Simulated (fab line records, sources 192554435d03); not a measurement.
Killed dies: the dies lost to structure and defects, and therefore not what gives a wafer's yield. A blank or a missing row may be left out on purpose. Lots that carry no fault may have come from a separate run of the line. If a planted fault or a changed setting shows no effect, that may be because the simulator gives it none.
Which tool was responsible?	flow n5-finfet	Sampling: 24 lots, 72 wafers, 6 of 1938 route steps

WHAT EACH GAUGE READ, for each wafer
N5_BEOL_M9_CD_MEAS_18: pitch 140 nm, target cd 70 nm. Usual: 70.2 nm for cd-nm, sd 0.66.
lot	measured	on	cd-nm (nm)	flag
L074	day 10 02:20	cd-sem-01	71.0 71.1 70.4	
L076	day 10 14:53	cd-sem-01	70.4 69.5 69.1	
L075	day 10 18:41	cd-sem-02	70.3 69.4 70.3	
L078	day 10 20:01	cd-sem-02	71.3 70.4 71.0	
L077	day 11 03:49	cd-sem-01	71.1 70.6 69.9	
L081	day 11 07:53	cd-sem-03	70.8 71.2 70.6	
L080	day 11 17:30	cd-sem-01	70.1 70.2 69.5	
L079	day 12 02:14	cd-sem-01	70.7 70.5 71.5	
L083	day 12 22:46	cd-sem-01	70.9 70.5 69.8	
L084	day 13 01:28	cd-sem-02	69.2 70.3 69.6	
L082	day 13 01:26	cd-sem-01	71.0 69.5 69.6	
L086	day 13 02:48	cd-sem-02	70.1 70.6 70.4	
L088	day 13 04:55	cd-sem-03	70.3 69.5 70.6	
L085	day 13 05:20	cd-sem-01	70.0 70.1 70.8	
L089	day 13 10:11	cd-sem-03	70.4 70.3 69.6	
L087	day 13 14:50	cd-sem-03	70.8 70.7 71.0	
L090	day 13 21:33	cd-sem-01	70.0 69.6 70.4	
L091	day 14 04:53	cd-sem-03	70.3 70.7 70.3	
L092	day 14 22:23	cd-sem-02	71.4 70.4 70.1	
L093	day 15 09:16	cd-sem-02	70.8 68.3 70.0	
L097	day 15 15:54	cd-sem-01	70.8 70.3 70.1	
L094	day 16 00:22	cd-sem-03	69.6 69.7 70.3	
L096	day 16 00:55	cd-sem-02	67.9 69.1 69.9	
L095	day 16 20:29	cd-sem-02	69.9 69.2 71.2	

TOOL THAT RAN EACH LOT (tool first, then ch and the chambers of the sampled wafers, then the start)
lot	N5_BEOL_M8_ETCH_65	N5_BEOL_M8_STRIP_36	N5_BEOL_M8_ANNEAL_51	N5_BEOL_M9_CURE_71	N5_BEOL_M9_ETCH_62
L074	rie-diel-06 ch 0,1,2, day 9 21:16	rie-diel-06 ch 0,1,2, day 9 21:28	rtp-anneal-02 ch 0, day 9 23:47	uv-cure-03 ch 1, day 10 00:45	rie-diel-04 ch 1,3, day 10 01:58
L076	rie-diel-05 ch 0,3, day 10 08:56	rie-diel-05 ch 0,3, day 10 09:07	rtp-anneal-02 ch 0, day 10 11:54	uv-cure-02 ch 1, day 10 12:50	rie-diel-04 ch 0,2,3, day 10 14:30
L075	rie-diel-05 ch 0,2,3, day 10 12:27	rie-diel-05 ch 0,2,3, day 10 12:38	rtp-anneal-01 ch 0, day 10 14:42	uv-cure-03 ch 0, day 10 15:40	rie-diel-04 ch 0,1,2, day 10 18:17
L078	rie-diel-06 ch 0,1,2, day 10 13:16	rie-diel-06 ch 0,1,2, day 10 13:26	rtp-anneal-01 ch 0, day 10 17:04	uv-cure-03 ch 1, day 10 18:03	rie-diel-03 ch 0,2,3, day 10 19:38
L077	rie-diel-05 ch 0,3, day 10 21:17	rie-diel-05 ch 0,3, day 10 21:28	rtp-anneal-01 ch 0, day 11 00:14	uv-cure-02 ch 2, day 11 01:22	rie-diel-03 ch 2,3, day 11 03:26
L081	rie-diel-05 ch 0,2,3, day 11 01:44	rie-diel-05 ch 0,2,3, day 11 01:55	rtp-anneal-01 ch 0, day 11 04:02	uv-cure-03 ch 2, day 11 04:56	rie-diel-02 ch 2,3, day 11 07:31
L080	rie-diel-06 ch 1,2,3, day 11 10:20	rie-diel-06 ch 1,2,3, day 11 10:31	rtp-anneal-01 ch 0, day 11 12:47	uv-cure-03 ch 1, day 11 13:42	rie-diel-04 ch 0,1,3, day 11 17:07
L079	rie-diel-05 ch 1,2, day 11 18:26	rie-diel-05 ch 1,2, day 11 18:37	rtp-anneal-01 ch 0, day 11 20:17	uv-cure-02 ch 2, day 11 21:08	rie-diel-02 ch 0,1, day 12 01:52
L083	rie-diel-05 ch 0,1,2, day 12 17:12	rie-diel-05 ch 0,1,2, day 12 17:23	rtp-anneal-02 ch 0, day 12 19:33	uv-cure-02 ch 0, day 12 20:25	rie-diel-02 ch 0,2, day 12 22:25
L084	rie-diel-01 ch 1,2,3, day 12 17:28	rie-diel-01 ch 1,2,3, day 12 17:39	rtp-anneal-01 ch 0, day 12 19:37	uv-cure-03 ch 0, day 12 20:37	rie-diel-03 ch 0,2,3, day 13 01:05
L082	rie-diel-01 ch 1,3, day 12 17:52	rie-diel-01 ch 1,3, day 12 18:03	rtp-anneal-01 ch 0, day 12 20:12	uv-cure-02 ch 0, day 12 21:06	rie-diel-04 ch 0,2,3, day 13 01:02
L086	rie-diel-05 ch 0,1,3, day 12 20:31	rie-diel-05 ch 0,1,3, day 12 20:41	rtp-anneal-01 ch 0, day 12 23:34	uv-cure-02 ch 1, day 13 00:29	rie-diel-04 ch 1,3, day 13 02:26
L088	rie-diel-05 ch 0,2,3, day 12 20:55	rie-diel-05 ch 0,2,3, day 12 21:05	rtp-anneal-02 ch 0, day 13 00:23	uv-cure-03 ch 1, day 13 01:16	rie-diel-04 ch 1,2,3, day 13 04:32
L085	rie-diel-06 ch 1,2, day 12 23:26	rie-diel-06 ch 1,2, day 12 23:37	rtp-anneal-02 ch 0, day 13 01:41	uv-cure-02 ch 1, day 13 02:36	rie-diel-04 ch 0,1,3, day 13 04:52
L089	rie-diel-05 ch 0,2,3, day 13 05:25	rie-diel-05 ch 0,2,3, day 13 05:36	rtp-anneal-01 ch 0, day 13 07:31	uv-cure-02 ch 2, day 13 08:31	rie-diel-04 ch 0,1,3, day 13 09:49
L087	rie-diel-01 ch 2,3, day 13 08:28	rie-diel-01 ch 2,3, day 13 08:39	rtp-anneal-02 ch 0, day 13 12:19	uv-cure-02 ch 2, day 13 13:13	rie-diel-02 ch 0,2,3, day 13 14:26
L090	rie-diel-06 ch 0,1, day 13 13:15	rie-diel-06 ch 0,1, day 13 13:26	rtp-anneal-01 ch 0, day 13 17:35	uv-cure-03 ch 1, day 13 18:29	rie-diel-04 ch 1,2,3, day 13 21:09
L091	rie-diel-05 ch 1,3, day 13 20:11	rie-diel-05 ch 1,3, day 13 20:22	rtp-anneal-01 ch 0, day 14 00:19	uv-cure-02 ch 2, day 14 01:11	rie-diel-03 ch 1,2, day 14 04:23
L092	rie-diel-06 ch 2,3, day 14 15:38	rie-diel-06 ch 2,3, day 14 15:50	rtp-anneal-01 ch 0, day 14 17:52	uv-cure-03 ch 1, day 14 18:44	rie-diel-03 ch 1,3, day 14 22:01
L093	rie-diel-05 ch 0,1,2, day 15 03:38	rie-diel-05 ch 0,1,2, day 15 03:49	rtp-anneal-01 ch 0, day 15 05:41	uv-cure-01 ch 1, day 15 06:35	rie-diel-03 ch 0,3, day 15 08:54
L097	rie-diel-01 ch 0,1,3, day 15 08:24	rie-diel-01 ch 0,1,3, day 15 08:35	rtp-anneal-01 ch 0, day 15 11:52	uv-cure-03 ch 0, day 15 12:46	rie-diel-04 ch 0,2,3, day 15 15:23
L094	rie-diel-01 ch 2,3, day 15 18:23	rie-diel-01 ch 2,3, day 15 18:34	rtp-anneal-01 ch 0, day 15 20:47	uv-cure-03 ch 0, day 15 21:47	rie-diel-02 ch 0,2,3, day 15 23:57
L096	rie-diel-05 ch 0,1,2, day 15 18:47	rie-diel-05 ch 0,1,2, day 15 18:58	rtp-anneal-01 ch 0, day 15 21:14	uv-cure-03 ch 2, day 15 22:16	rie-diel-02 ch 1,2,3, day 16 00:32
L095	rie-diel-01 ch 0,2, day 16 12:47	rie-diel-01 ch 0,2, day 16 12:58	rtp-anneal-02 ch 0, day 16 16:13	uv-cure-03 ch 0, day 16 17:04	rie-diel-04 ch 1,2,3, day 16 20:07
- N5_BEOL_M8_ETCH_65: etches SiARC in CF4, target depth 15.6 nm, time 26 s.
- N5_BEOL_M8_STRIP_36: strips in N2/H2.
- N5_BEOL_M8_ANNEAL_51: time 90 s.
- N5_BEOL_M9_CURE_71: cures SiCOH lowk, time 240 s.
- N5_BEOL_M9_ETCH_62: etches SOC in N2/H2, target depth 110 nm, overetch 22 nm, time 165 s.

WHAT THE TOOLS THEMSELVES READ (means of the sampled wafers that have a number; where no wafer has one, the mark that the record gives instead)
N5_BEOL_M8_ETCH_65. Usual: drypump-motor-current-A 5.5 A, standard deviation 0.42; etch-rf-on-time-s 25.9 s, standard deviation 0.76; oes-product-au 0.68 a.u., standard deviation 0.077; rf-vpp-V 183.9 V, standard deviation 1.2; showerhead-plenum-p-Torr 2.14 Torr, standard deviation 0.067; throttle-valve-pct 15.53 %, standard deviation 0.21.
lot	tool	drypump-motor-current-A (A)	etch-rf-on-time-s (s)	oes-product-au (a.u.)	rf-vpp-V (V)	showerhead-plenum-p-Torr (Torr)	throttle-valve-pct (%)	flag
L074	rie-diel-06	5.6	25.0	0.73	182.2	2.08	15.57	
L076	rie-diel-05	5.3	25.7	0.68	183.0	2.10	15.57	
L075	rie-diel-05	5.2	26.2	0.63	183.6	2.14	15.63	
L078	rie-diel-06	5.6	25.0	0.73	183.6	2.08	15.58	
L077	rie-diel-05	5.3	25.8	0.63	183.3	2.10	15.67	
L081	rie-diel-05	5.2	26.3	0.63	184.6	2.14	15.64	
L080	rie-diel-06	5.7	25.6	0.71	183.5	2.13	15.56	
L079	rie-diel-05	5.2	26.0	0.67	185.7	2.23	15.50	
L083	rie-diel-05	5.3	25.8	0.71	185.1	2.18	15.48	
L084	rie-diel-01	6.0	26.0	0.61	183.9	2.13	15.56	
L082	rie-diel-01	6.4	26.5	0.57	183.5	2.14	15.61	
L086	rie-diel-05	5.3	25.9	0.73	183.5	2.14	15.41	
L088	rie-diel-05	5.2	26.1	0.70	183.6	2.13	15.51	
L085	rie-diel-06	5.7	25.5	0.74	183.0	2.08	15.49	
L089	rie-diel-05	5.2	26.1	0.70	183.8	2.13	15.52	
L087	rie-diel-01	5.7	25.7	0.64	183.8	2.16	15.37	
L090	rie-diel-06	5.5	25.5	0.71	183.7	2.08	15.58	
L091	rie-diel-05	5.3	25.5	0.69	184.0	2.19	15.46	
L092	rie-diel-06	5.6	26.0	0.63	184.4	2.17	15.70	
L093	rie-diel-05	5.3	26.4	0.67	184.8	2.17	15.51	
L097	rie-diel-01	5.9	26.2	0.72	183.7	2.13	15.45	
L094	rie-diel-01	5.7	25.9	0.71	184.4	2.15	15.24	
L096	rie-diel-05	5.3	26.2	0.67	183.9	2.17	15.52	
L095	rie-diel-01	5.2	25.6	0.72	183.3	2.16	15.39	

N5_BEOL_M8_STRIP_36. Usual: drypump-motor-current-A 5.5 A, standard deviation 0.42; oes-product-au 0.80 a.u., standard deviation 0.091; rf-vpp-V 59.2 V, standard deviation 1.5; showerhead-plenum-p-Torr 2.53 Torr, standard deviation 0.077; throttle-valve-pct 23.4 %, standard deviation 0.32.
lot	tool	drypump-motor-current-A (A)	oes-product-au (a.u.)	rf-vpp-V (V)	showerhead-plenum-p-Torr (Torr)	throttle-valve-pct (%)	flag
L074	rie-diel-06	5.7	0.85	60.8	2.45	23.4	
L076	rie-diel-05	5.3	0.79	62.1	2.49	23.6	
L075	rie-diel-05	5.2	0.75	61.0	2.54	23.6	
L078	rie-diel-06	5.6	0.84	58.0	2.45	23.4	
L077	rie-diel-05	5.3	0.73	58.2	2.51	23.7	
L081	rie-diel-05	5.2	0.74	60.3	2.54	23.6	
L080	rie-diel-06	5.6	0.82	59.2	2.52	23.4	
L079	rie-diel-05	5.2	0.78	60.2	2.64	23.2	
L083	rie-diel-05	5.3	0.82	59.8	2.59	23.3	
L084	rie-diel-01	6.0	0.72	58.3	2.51	23.4	
L082	rie-diel-01	6.4	0.68	59.7	2.52	23.2	
L086	rie-diel-05	5.3	0.86	59.5	2.54	23.3	
L088	rie-diel-05	5.2	0.83	58.2	2.53	23.5	
L085	rie-diel-06	5.7	0.86	59.0	2.47	23.4	
L089	rie-diel-05	5.2	0.82	59.1	2.53	23.5	
L087	rie-diel-01	5.7	0.75	58.1	2.56	23.1	
L090	rie-diel-06	5.6	0.83	58.5	2.46	23.6	
L091	rie-diel-05	5.3	0.80	59.5	2.58	23.1	
L092	rie-diel-06	5.6	0.73	57.6	2.55	23.4	
L093	rie-diel-05	5.3	0.79	59.5	2.58	23.4	
L097	rie-diel-01	5.9	0.85	58.4	2.52	23.4	
L094	rie-diel-01	5.7	0.85	59.8	2.55	23.1	
L096	rie-diel-05	5.3	0.77	59.6	2.58	23.4	
L095	rie-diel-01	5.2	0.85	59.3	2.56	23.5	

N5_BEOL_M8_ANNEAL_51. Usual: anneal-temp-c 225.01 C, standard deviation 0.18; wafer_temp_C_max 226.4, standard deviation 0.35.
lot	tool	anneal-temp-c (C)	wafer_temp_C_max	flag
L074	rtp-anneal-02	224.93	226.2	
L076	rtp-anneal-02	225.13	226.1	
L075	rtp-anneal-01	225.16	226.1	
L078	rtp-anneal-01	224.99	226.4	
L077	rtp-anneal-01	225.02	226.4	
L081	rtp-anneal-01	225.01	226.5	
L080	rtp-anneal-01	225.15	226.1	
L079	rtp-anneal-01	224.89	226.8	
L083	rtp-anneal-02	224.94	226.2	
L084	rtp-anneal-01	225.17	226.4	
L082	rtp-anneal-01	225.15	226.1	
L086	rtp-anneal-01	225.14	226.7	
L088	rtp-anneal-02	225.04	225.9	
L085	rtp-anneal-02	224.82	226.0	
L089	rtp-anneal-01	225.13	226.8	
L087	rtp-anneal-02	225.01	226.2	
L090	rtp-anneal-01	224.97	226.5	
L091	rtp-anneal-01	225.16	226.5	
L092	rtp-anneal-01	225.07	226.4	
L093	rtp-anneal-01	225.14	226.6	
L097	rtp-anneal-01	224.87	226.9	
L094	rtp-anneal-01	225.24	226.5	
L096	rtp-anneal-01	225.09	226.5	
L095	rtp-anneal-02	224.99	226.1	

N5_BEOL_M9_CURE_71. Usual: lamp-power-pct 52.31 %, standard deviation 0.059; wafer_temp_C_max 387.1, standard deviation 0.81.
lot	tool	lamp-power-pct (%)	wafer_temp_C_max	flag
L074	uv-cure-03	52.34	386.2	
L076	uv-cure-02	52.33	387.8	
L075	uv-cure-03	52.31	388.8	
L078	uv-cure-03	52.33	386.7	
L077	uv-cure-02	52.26	387.1	
L081	uv-cure-03	52.39	387.5	
L080	uv-cure-03	52.26	386.3	
L079	uv-cure-02	52.28	386.6	
L083	uv-cure-02	52.29	386.3	
L084	uv-cure-03	52.27	387.5	
L082	uv-cure-02	52.29	386.3	
L086	uv-cure-02	52.30	386.9	
L088	uv-cure-03	52.32	387.0	
L085	uv-cure-02	52.36	387.6	
L089	uv-cure-02	52.31	386.7	
L087	uv-cure-02	52.30	386.7	
L090	uv-cure-03	52.26	386.3	
L091	uv-cure-02	52.32	386.7	
L092	uv-cure-03	52.32	386.4	
L093	uv-cure-01	52.29	388.1	
L097	uv-cure-03	52.39	388.1	
L094	uv-cure-03	52.29	388.2	
L096	uv-cure-03	52.27	387.5	
L095	uv-cure-03	52.29	388.2	

N5_BEOL_M9_ETCH_62. Usual: drypump-motor-current-A 5.6 A, standard deviation 0.39; oes-product-au 0.65 a.u., standard deviation 0.071; rf-vpp-V 524.3 V, standard deviation 2.1; showerhead-plenum-p-Torr 2.57 Torr, standard deviation 0.069; throttle-valve-pct 17.9 %, standard deviation 0.31.
lot	tool	drypump-motor-current-A (A)	oes-product-au (a.u.)	rf-vpp-V (V)	showerhead-plenum-p-Torr (Torr)	throttle-valve-pct (%)	flag
L074	rie-diel-04	5.6	0.59	523.3	2.57	18.4	
L076	rie-diel-04	5.6	0.63	527.2	2.65	18.0	
L075	rie-diel-04	5.8	0.62	525.7	2.61	18.1	
L078	rie-diel-03	5.7	0.71	523.4	2.52	17.6	
L077	rie-diel-03	5.7	0.68	524.1	2.54	17.6	
L081	rie-diel-02	5.2	0.59	524.6	2.55	17.9	
L080	rie-diel-04	5.7	0.59	524.7	2.60	18.3	
L079	rie-diel-02	6.2	0.62	522.9	2.49	17.9	
L083	rie-diel-02	5.5	0.64	522.6	2.51	17.9	
L084	rie-diel-03	5.7	0.69	523.3	2.52	17.7	
L082	rie-diel-04	5.6	0.61	526.6	2.64	18.0	
L086	rie-diel-04	5.4	0.58	525.2	2.60	18.2	
L088	rie-diel-04	5.5	0.61	525.1	2.61	18.1	
L085	rie-diel-04	5.7	0.59	525.0	2.60	18.3	
L089	rie-diel-04	5.7	0.59	524.8	2.60	18.3	
L087	rie-diel-02	5.4	0.68	523.4	2.53	17.7	
L090	rie-diel-04	5.5	0.60	524.5	2.61	18.2	
L091	rie-diel-03	5.2	0.70	522.7	2.50	17.8	
L092	rie-diel-03	5.3	0.69	522.3	2.50	17.9	
L093	rie-diel-03	5.9	0.66	523.5	2.51	17.9	
L097	rie-diel-04	5.6	0.67	525.7	2.63	18.0	
L094	rie-diel-02	5.4	0.67	523.1	2.52	17.8	
L096	rie-diel-02	5.7	0.65	523.7	2.53	17.8	
L095	rie-diel-04	5.5	0.76	525.0	2.60	17.8	

THE ANSWER, worked out from the rows above alone
Rule: a lot is off if the mean of its wafers that have a number lies more than 3 standard deviations from the usual mean. Also off: a lot with no number at a reading for which 4 or more lots have one. Any other lot the step has rows for is counted as sound. The gauges are gone through in route order, then the tools' own readings, and for those a lot's mean is taken as printed above. At the first step where some lot is off, the reading lying furthest off is the one used; lots without a number count as furthest.
Across all readings shown, no lot is off: no conclusion can be drawn from this.

WHAT THE SIMULATOR HAD INSERTED
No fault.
